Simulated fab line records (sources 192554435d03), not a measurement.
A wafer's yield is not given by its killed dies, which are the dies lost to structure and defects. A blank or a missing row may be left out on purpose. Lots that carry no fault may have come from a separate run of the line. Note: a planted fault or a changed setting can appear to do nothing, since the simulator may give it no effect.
Split-lot trial -- flow n5_finfet -- route with 1938 steps; 7 lots, 39 wafers read

## ON THE SPLIT
At N5_MOL_CONTACT_COAG_ALD_133 (deposits SiO2, target thk 5 nm, pulse time 1 s, co reactant pulse time 1 s), the setting ald_cycles was moved away from the recipe's 35 on 15 of the 39 wafers read, by -54.3% to +51.4%. All remaining wafers had this setting at the recipe value.

The split's own step is where the reading is taken.

## THE READING
SiO2_of_MOL_CONTACT_COAG_ALD_133.thk_nm (the simulator's own value, which no gauge read), in nm, at N5_MOL_CONTACT_COAG_ALD_133 (deposits SiO2, target thk 5 nm, pulse time 1 s, co reactant pulse time 1 s). No usual value for it is given in the file.

wafer,"tool, chamber at the split",ald_cycles as run,against the recipe,"SiO2_of_MOL_CONTACT_COAG_ALD_133.thk_nm, nm",against lot-mates on the recipe
L085.1,"ald_sin-04, 0,2,0",41,+17.1%,5.8,+0.8
L085.3,"ald_sin-04, 0,2,0",41,+17.1%,5.8,+0.8
L085.5,"ald_sin-04, 0,2,0",41,+17.1%,5.8,+0.8
L085.2,"ald_sin-04, 1,3,3",35,recipe,5,-
L085.4,"ald_sin-04, 1,3,3",35,recipe,5,-
L085.6,"ald_sin-04, 1,3,3",35,recipe,5,-
L086.1,"ald_sin-03, 3,2,3",35,recipe,5,-
L086.2,"ald_sin-03, 3,2,3",35,recipe,5,-
L086.5,"ald_sin-03, 3,2,3",35,recipe,5,-
L088.1,"ald_sin-03, 1,0,0",35,recipe,5,-
L088.3,"ald_sin-03, 1,0,0",35,recipe,5,-
L088.6,"ald_sin-03, 1,0,0",35,recipe,5,-
L088.2,"ald_sin-03, 2,3,3",46,+31.4%,6.6,+1.6
L088.4,"ald_sin-03, 2,3,3",46,+31.4%,6.6,+1.6
L088.5,"ald_sin-03, 2,3,3",46,+31.4%,6.6,+1.6
L090.1,"ald_sin-04, 3,0,1",43,+22.9%,6.2,+1.2
L090.2,"ald_sin-04, 3,0,1",43,+22.9%,6.2,+1.2
L090.5,"ald_sin-04, 3,0,1",43,+22.9%,6.2,+1.2
L090.3,"ald_sin-04, 1,2,0",35,recipe,5,-
L090.4,"ald_sin-04, 1,2,0",35,recipe,5,-
L090.6,"ald_sin-04, 1,2,0",35,recipe,5,-
L092.1,"ald_sin-01, 1,3,2,0,1,0",35,recipe,5,-
L092.2,"ald_sin-01, 1,3,2,0,1,0",35,recipe,5,-
L092.3,"ald_sin-01, 1,3,2,0,1,0",35,recipe,5,-
L092.4,"ald_sin-01, 1,3,2,0,1,0",35,recipe,5,-
L092.5,"ald_sin-01, 1,3,2,0,1,0",35,recipe,5,-
L092.6,"ald_sin-01, 1,3,2,0,1,0",35,recipe,5,-
L093.1,"ald_sin-04, 1,3,0",53,+51.4%,7.6,+2.6
L093.5,"ald_sin-04, 1,3,0",53,+51.4%,7.6,+2.6
L093.6,"ald_sin-04, 1,3,0",53,+51.4%,7.6,+2.6
L093.2,"ald_sin-04, 2,0,3",35,recipe,5,-
L093.3,"ald_sin-04, 2,0,3",35,recipe,5,-
L093.4,"ald_sin-04, 2,0,3",35,recipe,5,-
L096.1,"ald_sin-04, 0,2,3",35,recipe,5,-
L096.4,"ald_sin-04, 0,2,3",35,recipe,5,-
L096.5,"ald_sin-04, 0,2,3",35,recipe,5,-
L096.2,"ald_sin-04, 1,3,2",16,-54.3%,2.2,-2.8
L096.3,"ald_sin-04, 1,3,2",16,-54.3%,2.2,-2.8
L096.6,"ald_sin-04, 1,3,2",16,-54.3%,2.2,-2.8
If several chambers appear in one row, that row covers several wafers at once and the file leaves open which wafer was in which chamber.

FIT RESULTS
A straight line over all 39 wafers: SiO2_of_MOL_CONTACT_COAG_ALD_133.thk_nm changes by +0.0511 nm for each +1% of ald_cycles; r = +1.00; the points scatter about the line by 0.025 nm.
The same after taking each lot's own level away (the mean of its wafers on the recipe; 39 wafers): +0.0511 nm for each +1%; r = +1.00; scatter 0.025 nm.
According to that fit, moving ald_cycles by its largest amount changes the reading by 2.8 nm.
The lots' own levels span 5.00 to 5.00 nm.
So the lot-to-lot level changes the slope little: the two slopes agree.
Check: with one of the wafers moved furthest among these (-54.3%) left out of the fit, the line predicts -2.78 nm for it against its lot-mates. Against them it came out at -2.8 nm.

## FURTHER SPLITS ON THESE WAFERS
Other splits were also applied to these wafers ahead of the reading. Each is held against what the fit with the lots' levels taken away leaves over:
other split on the same wafers,wafers away from the commonest value,r with SiO2_of_MOL_CONTACT_COAG_ALD_133.thk_nm (lot level and that fit taken away)
N5_ZERO_LAYER_DEVELOP_10 develop_time_s,18,-0.14
N5_PMOS_HMC_CHANNEL_EPI_HM_DEP_34 time_s,18,-0.29
N5_SD_EPI_N_ETCH_16 target_depth_a,18,-0.21

## THE FILE'S OWN FIT
SiO2_of_MOL_CONTACT_COAG_ALD_133.thk_nm changes by +0.051 nm for each +1% of ald_cycles, r = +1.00.
